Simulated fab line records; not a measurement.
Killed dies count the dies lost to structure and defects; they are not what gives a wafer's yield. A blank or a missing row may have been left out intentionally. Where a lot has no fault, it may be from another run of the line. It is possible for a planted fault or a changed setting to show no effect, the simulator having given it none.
Which tool was responsible? :: flow nandHarc :: 13 lots with 39 wafers sampled at 5 steps, on a route of 1159 steps

WHAT THE GAUGES READ, wafer by wafer
NHARC_P_M2_THK_MEAS_24: measures by xrf.
lot: L340
measured: day 6 17:41
on: filmMetro-01
thkNm (nm): 147.3 145.7 145.5

lot: L339
measured: day 6 18:19
on: filmMetro-01
thkNm (nm): 144.7 144.4 143.2

lot: L341
measured: day 6 18:53
on: filmMetro-02
thkNm (nm): 142.9 142.4 144.5

lot: L342
measured: day 7 01:10
on: filmMetro-01
thkNm (nm): 142.9 144.7 147.3

lot: L343
measured: day 7 13:31
on: filmMetro-02
thkNm (nm): 145.4 144.9 145.0

lot: L346
measured: day 8 00:05
on: filmMetro-02
thkNm (nm): 145.1 146.5 144.2

lot: L347
measured: day 8 06:45
on: filmMetro-01
thkNm (nm): 142.6 143.1 142.1

lot: L352
measured: day 9 16:43
on: filmMetro-01
thkNm (nm): 145.2 145.2 145.5

lot: L355
measured: day 10 07:59
on: filmMetro-01
thkNm (nm): 142.8 143.7 143.4

lot: L359
measured: day 10 23:21
on: filmMetro-02
thkNm (nm): 143.4 143.0 143.0

lot: L358
measured: day 11 01:29
on: filmMetro-02
thkNm (nm): 143.4 142.1 145.3

lot: L362
measured: day 11 18:17
on: filmMetro-02
thkNm (nm): 145.1 144.0 146.4

lot: L361
measured: day 11 23:08
on: filmMetro-01
thkNm (nm): 142.3 144.2 143.6

NHARC_END_SORT_01.
lot: L352
measured: day 23 02:55
on: prober-02
defectLimitedYield (%): 93.9 94.2 93.4
killedAtArray: 38 35 44
killedAtOther: 0 1 0
killedAtPeriphery: 3 3 1
killedDies: 41 39 45
killedOpen: 2 3 3
killedShort: 3 1 4
sort_bin_2_pct (%): 1.9 2.7 1.8
sort_bin_3_pct (%): 0.30 0.30 0.59
sort_bin_4_pct (%): 3.8 2.8 4.3
sortNPass: 636 638 632
sortRimYieldPct (%): 92.5 91.5 94.3
sortYieldPct (%): 93.9 94.2 93.4

WHAT TOOL EACH LOT RAN ON (gives the tool, then ch and the chambers of the sampled wafers, and finally the start)
lot: L340
NHARC_P_M2_ETCH_15: rieDiel-09 ch 1,2, day 6 16:38 or earlier
NHARC_P_M2_ECD_22: ecdCu-02 ch 0,1, day 6 16:38
NHARC_P_M2_CMP_23: cmp-02 ch 0,1,2, day 6 17:25

lot: L339
NHARC_P_M2_ETCH_15: rieDiel-04 ch 1,2, day 6 17:17 or earlier
NHARC_P_M2_ECD_22: ecdCu-01 ch 0,1, day 6 17:17
NHARC_P_M2_CMP_23: cmp-04 ch 0,1,2, day 6 18:01

lot: L341
NHARC_P_M2_ETCH_15: rieDiel-09 ch 0,1,3, day 6 17:50 or earlier
NHARC_P_M2_ECD_22: ecdCu-02 ch 0,1, day 6 17:50
NHARC_P_M2_CMP_23: cmp-04 ch 1,2,3, day 6 18:35

lot: L342
NHARC_P_M2_ETCH_15: rieDiel-04 ch 1,2,3, day 7 00:08 or earlier
NHARC_P_M2_ECD_22: ecdCu-01 ch 0,1, day 7 00:08
NHARC_P_M2_CMP_23: cmp-04 ch 0,1,2, day 7 00:51

lot: L343
NHARC_P_M2_ETCH_15: rieDiel-09 ch 1,2,3, day 7 12:20 or earlier
NHARC_P_M2_ECD_22: ecdCu-02 ch 0,1, day 7 12:20
NHARC_P_M2_CMP_23: cmp-04 ch 0,2,3, day 7 13:13

lot: L346
NHARC_P_M2_ETCH_15: rieDiel-09 ch 0,2,3, day 7 23:03 or earlier
NHARC_P_M2_ECD_22: ecdCu-02 ch 0, day 7 23:03
NHARC_P_M2_CMP_23: cmp-02 ch 0,1, day 7 23:47

lot: L347
NHARC_P_M2_ETCH_15: rieDiel-09 ch 1,3, day 8 05:44 or earlier
NHARC_P_M2_ECD_22: ecdCu-02 ch 1, day 8 05:44
NHARC_P_M2_CMP_23: cmp-03 ch 2,3, day 8 06:26

lot: L352
NHARC_P_M2_ETCH_15: rieDiel-04 ch 1,3, day 9 15:44 or earlier
NHARC_P_M2_ECD_22: ecdCu-02 ch 0,1, day 9 15:44
NHARC_P_M2_CMP_23: cmp-02 ch 0,1,2, day 9 16:27

lot: L355
NHARC_P_M2_ETCH_15: rieDiel-09 ch 0,3, day 10 06:57 or earlier
NHARC_P_M2_ECD_22: ecdCu-02 ch 0,1, day 10 06:57
NHARC_P_M2_CMP_23: cmp-02 ch 0,1,3, day 10 07:44

lot: L359
NHARC_P_M2_ETCH_15: rieDiel-09 ch 0,1, day 10 22:22 or earlier
NHARC_P_M2_ECD_22: ecdCu-01 ch 1, day 10 22:22
NHARC_P_M2_CMP_23: cmp-04 ch 1,2,3, day 10 23:04

lot: L358
NHARC_P_M2_ETCH_15: rieDiel-09 ch 0,1,2, day 11 00:36 or earlier
NHARC_P_M2_ECD_22: ecdCu-01 ch 0,1, day 11 00:36
NHARC_P_M2_CMP_23: cmp-03 ch 0,1,3, day 11 01:14

lot: L362
NHARC_P_M2_ETCH_15: rieDiel-04 ch 0,1,3, day 11 17:04 or earlier
NHARC_P_M2_ECD_22: ecdCu-01 ch 0,1, day 11 17:04
NHARC_P_M2_CMP_23: cmp-02 ch 0,2,3, day 11 17:58

lot: L361
NHARC_P_M2_ETCH_15: rieDiel-04 ch 0,2,3, day 11 22:06 or earlier
NHARC_P_M2_ECD_22: ecdCu-01 ch 0,1, day 11 22:06
NHARC_P_M2_CMP_23: cmp-04 ch 0,3, day 11 22:50
- NHARC_P_M2_ETCH_15: etches the open film in C4F8/Ar, target depth 182.5 nm, time 91.2 s.
- NHARC_P_M2_ECD_22: material Cu, target thk 400 nm.
- NHARC_P_M2_CMP_23: polishes, t overpolish 20 s, target thk 144.3 nm.

WHAT THE TOOLS THEMSELVES READ (means of the sampled wafers that have a number; where no wafer has one, the mark that the record gives instead)
NHARC_P_M2_ETCH_15.
lot: L340
tool: rieDiel-09
oesProductAu (a.u.): 0.926
rfVppV (V): 441.7

lot: L339
tool: rieDiel-04
oesProductAu (a.u.): 0.961
rfVppV (V): 442.4

lot: L341
tool: rieDiel-09
oesProductAu (a.u.): 0.952
rfVppV (V): 440.7

lot: L342
tool: rieDiel-04
oesProductAu (a.u.): 0.933
rfVppV (V): 440.2

lot: L343
tool: rieDiel-09
oesProductAu (a.u.): 0.968
rfVppV (V): 439.4

lot: L346
tool: rieDiel-09
oesProductAu (a.u.): 0.960
rfVppV (V): 439.1

lot: L347
tool: rieDiel-09
oesProductAu (a.u.): 0.961
rfVppV (V): 442.1

lot: L352
tool: rieDiel-04
oesProductAu (a.u.): 0.931
rfVppV (V): 438.2

lot: L355
tool: rieDiel-09
oesProductAu (a.u.): 0.926
rfVppV (V): 437.4

lot: L359
tool: rieDiel-09
oesProductAu (a.u.): 0.939
rfVppV (V): 441.8

lot: L358
tool: rieDiel-09
oesProductAu (a.u.): 0.972
rfVppV (V): 440.5

lot: L362
tool: rieDiel-04
oesProductAu (a.u.): 0.926
rfVppV (V): 439.4

lot: L361
tool: rieDiel-04
oesProductAu (a.u.): 0.925
rfVppV (V): 440.8

NHARC_P_M2_ECD_22.
lot: L340
tool: ecdCu-02
bathTempC (C): 24.92

lot: L339
tool: ecdCu-01
bathTempC (C): 25.01

lot: L341
tool: ecdCu-02
bathTempC (C): 24.93

lot: L342
tool: ecdCu-01
bathTempC (C): 24.96

lot: L343
tool: ecdCu-02
bathTempC (C): 25.09

lot: L346
tool: ecdCu-02
bathTempC (C): 24.99

lot: L347
tool: ecdCu-02
bathTempC (C): 24.96

lot: L352
tool: ecdCu-02
bathTempC (C): 25.25

lot: L355
tool: ecdCu-02
bathTempC (C): 25.31

lot: L359
tool: ecdCu-01
bathTempC (C): 25.00

lot: L358
tool: ecdCu-01
bathTempC (C): 24.95

lot: L362
tool: ecdCu-01
bathTempC (C): 24.95

lot: L361
tool: ecdCu-01
bathTempC (C): 24.98

NHARC_P_M2_CMP_23.
lot: L340
tool: cmp-02
motorCurrentA (A): 12.4
padLifeWafers: 32
timeToEndpointS (s): 30.8

lot: L339
tool: cmp-04
motorCurrentA (A): 12.4
padLifeWafers: 133
timeToEndpointS (s): 24.5

lot: L341
tool: cmp-04
motorCurrentA (A): 12.0
padLifeWafers: 139
timeToEndpointS (s): 27.5

lot: L342
tool: cmp-04
motorCurrentA (A): 12.2
padLifeWafers: 194
timeToEndpointS (s): 27.3

lot: L343
tool: cmp-04
motorCurrentA (A): 11.9
padLifeWafers: 260
timeToEndpointS (s): 27.8

lot: L346
tool: cmp-02
motorCurrentA (A): 12.8
padLifeWafers: 248
timeToEndpointS (s): 30.0

lot: L347
tool: cmp-03
motorCurrentA (A): 11.8
padLifeWafers: 84
timeToEndpointS (s): 28.5

lot: L352
tool: cmp-02
motorCurrentA (A): 12.6
padLifeWafers: 434
timeToEndpointS (s): 26.0

lot: L355
tool: cmp-02
motorCurrentA (A): 12.4
padLifeWafers: 524
timeToEndpointS (s): 24.3

lot: L359
tool: cmp-04
motorCurrentA (A): 12.0
padLifeWafers: 176
timeToEndpointS (s): 28.6

lot: L358
tool: cmp-03
motorCurrentA (A): 12.2
padLifeWafers: 446
timeToEndpointS (s): 31.3

lot: L362
tool: cmp-02
motorCurrentA (A): 12.2
padLifeWafers: 151
timeToEndpointS (s): 27.9

lot: L361
tool: cmp-04
motorCurrentA (A): 12.1
padLifeWafers: 320
timeToEndpointS (s): 28.0

THE ANSWER, worked out from the rows above alone
Rule: the lots themselves supply what counts as usual. The widest of any qualifying gaps counts: lots, ordered by their means at a reading, are off when they make up no more than a third of the lots, leave a main group of 4 or more, and stand apart from it by 3 or more times the standard deviation of that group's means. If all means in a main group match to the digits the tables above print for the reading, that group is not used. Also off: a lot with no number at a reading for which 4 or more lots have one. Any other lot the step has rows for is counted as sound. First the gauges in route order, then the tools' own readings, where a lot's mean is used as printed above. At the first step where some lot is off, the reading lying furthest off is the one used; lots without a number count as furthest.
Off: L352, L355 (NHARC_P_M2_ECD_22, bathTempC). Main group: mean 24.98 C, sd 0.045.
If a tool, at that step or one of the process steps before it, ran each lot that is off and ran no sound lot following the first of them, it fits. NHARC_P_M2_ETCH_15: start missing for some lots; hours and lot order therefore follow NHARC_P_M2_ECD_22. One fits: ecdCu-02 at NHARC_P_M2_ECD_22. Its last sound lot is L347 (day 8 05:44), its first lot that is off L352 (day 9 15:44): a fault that began between those two fits.
The tool's own readings at NHARC_P_M2_ECD_22 bear it out: on the lots that are off they differ by more than 5 times the standard deviation of the sound lots' means. bathTempC reads 25.28 C there against 24.98 C on the sound lots.

WHAT THE SIMULATOR HAD PUT IN
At NHARC_P_M2_ECD_22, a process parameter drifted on ecdCu-02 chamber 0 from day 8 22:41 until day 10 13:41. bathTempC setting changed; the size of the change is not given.
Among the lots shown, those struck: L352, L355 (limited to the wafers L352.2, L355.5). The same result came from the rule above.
